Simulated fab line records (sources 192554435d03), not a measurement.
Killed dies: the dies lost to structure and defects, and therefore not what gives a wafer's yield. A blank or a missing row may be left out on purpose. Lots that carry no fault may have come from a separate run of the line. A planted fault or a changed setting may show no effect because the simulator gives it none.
A struck lot beside a sound one / flow n5Finfet / 16 out of 1938 route steps
Sound: wafers L845.1, L845.2, L845.4. The struck wafers were L842.3, L842.4, L842.6. At the end, the cause is stated.
For every step that has rows: the tool of each side, followed by ch and its chambers, followed by its first start. Under that, the readings that differ: sound wafers / struck wafers / difference of the means / sigmas: that difference in standard deviations of wafers without a fault.
alike: readings with means less than 2 such deviations apart, plus words and numbers identical on both sides. not compared: withheld readings, readings lacking a value on some wafer, bounds such as >300 that could conceal the same value, and numbers that have no deviation in the record and whose values overlap.
The two part at a step that has a row with sigmas, a row that says differs or no value, or rows on one side only. Non-overlapping numbers with no deviation appear without sigmas and do not part them. A reading that every wafer of one side lacks parts them only if that side has two wafers or more.

first, 4 steps without rows for these wafers: N5_HKMG_FIN_SOFTBAKE_44 (time 60 s); N5_HKMG_FIN_EXPOSE_46 (exposes mask NDIPOLE); N5_HKMG_FIN_PEB_47 (peb time 60 s); N5_HKMG_FIN_DEVELOP_48 (develop time 30 s).
N5_HKMG_FIN_CD_MEAS_49: target cd 202 nm.
  sound on cdSem-02 ch 0, day 8 23:04; struck on cdSem-03 ch 0, day 8 04:39
  alike: cdNm
N5_HKMG_FIN_OVL_MEAS_50:
  sound on overlay-02 ch 0, day 8 23:06; struck on overlay-02 ch 0, day 8 04:41
  alike: NDIPOLE_OVL
N5_HKMG_FIN_INSPECT_61: inspects for defects (macro).
  sound: defectInspect-02 at day 8 23:08; struck: defectInspect-01 at day 8 04:42
  alike: rawDefectCount
N5_HKMG_FIN_DESCUM_53: chemistry O2, time 7.9 s.
  sound on rieDiel-03 ch 0,2,3, day 8 23:10; struck on rieDiel-06 ch 0,2, day 8 05:20
  alike: drypumpMotorCurrentA, oesProductAu, rfVppV, showerheadPlenumPTorr, throttleValvePct
  not compared: rfHoursCounterH
N5_HKMG_FIN_ETCH_54: etches SiARC in CF4, target depth 45.5 nm, time 75.8 s.
  sound on rieDiel-03 ch 0,2,3, day 8 23:12; struck on rieDiel-06 ch 0,2, day 8 05:22
  alike: biasW, drypumpMotorCurrentA, etchRfOnTimeS, oesProductAu, rfVppV, showerheadPlenumPTorr, throttleValvePct
  not compared: rfHoursCounterH
N5_HKMG_FIN_ETCH_55: etches SOC in N2/H2, target depth 240 nm, time 300 s.
  sound on rieDiel-03 ch 0,2,3, day 8 23:15; struck on rieDiel-06 ch 0,2, day 8 05:25
  alike: biasW, drypumpMotorCurrentA, oesProductAu, rfVppV, showerheadPlenumPTorr, throttleValvePct
  not compared: rfHoursCounterH
then, 1 step without rows for these wafers: N5_HKMG_FIN_STRIP_56 (strips in N2/H2).
N5_HKMG_FIN_STRIP_57: strips in CF4.
  sound on rieDiel-03 ch 0,2,3, day 8 23:26; struck on rieDiel-06 ch 0,2, day 8 05:37
  alike: drypumpMotorCurrentA, oesProductAu, powerW, rfVppV, showerheadPlenumPTorr, throttleValvePct
  not compared: rfHoursCounterH
N5_HKMG_FIN_ETCH_58: etches SOC in N2/H2, target depth 215.8 nm, time 741 s.
  sound on rieDiel-03 ch 0,2,3, day 8 23:28; struck on rieDiel-06 ch 0,2, day 8 05:38
reading=biasW (W); sound=13.01 13.00 13.08; struck=11.95 11.92 11.99; difference=-1.08; sigmas=-30
reading=rfVppV (V); sound=99.8 97.6 98.4; struck=94.2 93.7 92.4; difference=-5.2; sigmas=-5
  alike: drypumpMotorCurrentA, oesProductAu, showerheadPlenumPTorr, throttleValvePct
  not compared: rfHoursCounterH, model.etch.depthNm, model.SOC_of_HKMG_FIN_COAT_41.thkNm, model.HKMG_FIN.featureDepthNm
N5_HKMG_FIN_STRIP_93: strips SOC in N2/H2, time 20 s.
  sound on rieDiel-03 ch 0,2,3, day 8 23:53; struck on rieDiel-06 ch 0,2, day 8 06:04
  alike: drypumpMotorCurrentA, oesProductAu, powerW, rfVppV, showerheadPlenumPTorr, throttleValvePct
  not compared: rfHoursCounterH, model.SOC_of_HKMG_FIN_COAT_41.thkNm
then, 1 step without rows for these wafers: N5_HKMG_FIN_WET_ETCH_76 (etches Al2O3 in dNH4OH, stops on La2O3, target depth 2.25 nm, rinse time 30 s).
-- here the record skips 4 days between the struck wafers' starts before and after, leaving off in module HKMG_FIN and picking up in module BEOL_M4 (first step shown: number 1111 of the route) --
N5_BEOL_M4_RC_MEAS_101:
  sound on prober-01 ch 0, day 13 15:07; struck on prober-02 ch 0, day 12 16:14
  alike: DIBL_N, DIBL_P, IOFF_N, IOFF_P, ION_N, ION_P, SS_N, SS_P, VT_N, VT_P

WHERE THEY PART
Within this record, at N5_HKMG_FIN_ETCH_58 only. Later steps at which nothing parts them and some readings are alike: N5_HKMG_FIN_STRIP_93, N5_BEOL_M4_RC_MEAS_101.

WHY: whatever the simulator had introduced
Process parameter drift: rieDiel-06, from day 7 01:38 on, at N5_HKMG_FIN_ETCH_58. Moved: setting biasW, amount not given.
